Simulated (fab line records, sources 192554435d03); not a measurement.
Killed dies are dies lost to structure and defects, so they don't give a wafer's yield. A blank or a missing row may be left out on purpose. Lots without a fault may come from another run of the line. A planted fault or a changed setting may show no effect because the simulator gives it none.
Chamber matching | flow n5_finfet | N5_FIN_SAQP_HM_OPEN_73 on rie_diel-01: 4 sister chambers
The step chemistry CHF3/O2, target SiO2, stops on a-Si, target depth 12 nm, time 16.8 s. 8 wafers are shown with their chamber, then 8 later ones without.

WAFERS WITH THEIR CHAMBER
wafer  | chamber | drypump_motor_current_A (A) | rf_vpp_V (V)
L081.6 | 1       | 5.1                         | 519
L089.3 | 0       | 6.2                         | 509
L089.4 | 3       | 6.2                         | 536
L089.6 | 0       | 6.2                         | 509
L090.2 | 2       | 5.6                         | 535
L090.4 | 2       | 5.6                         | 534
L090.6 | 3       | 6.1                         | 536
L094.3 | 1       | 5.0                         | 520

WAFERS WITHOUT THEIR CHAMBER
wafer  | drypump_motor_current_A (A) | rf_vpp_V (V)
L094.4 | 5.6                         | 534
L094.5 | 6.2                         | 535
L095.2 | 6.2                         | 536
L095.3 | 5.0                         | 519
L095.5 | 5.6                         | 534
L097.2 | 6.2                         | 536
L097.3 | 5.6                         | 534
L097.5 | 5.0                         | 519

WHICH CHAMBER EACH WENT THROUGH
wafer  | from the rows above | in truth
L094.4 | 2                   | 2
L094.5 | 3                   | 3
L095.2 | 3                   | 3
L095.3 | 1                   | 1
L095.5 | 2                   | 2
L097.2 | 3                   | 3
L097.3 | 2                   | 2
L097.5 | 1                   | 1
Placed correctly: 8 of 8. Can't be placed from these rows: 0. Placed wrongly: 0.
How it was worked out, from the rows above alone: a wafer's distance from a chamber is the root of the sum, over the readings, of the square of ((its reading less the chamber's mean) divided by the reading's scatter). The wafer belongs to the nearest chamber; if the next one is less than 2 further off, it can't be placed. A chamber's mean is the mean of its shown wafers. The scatter: the root of (the sum of the squares of (reading less its chamber's mean) over the shown wafers, divided by (wafers less chambers)).
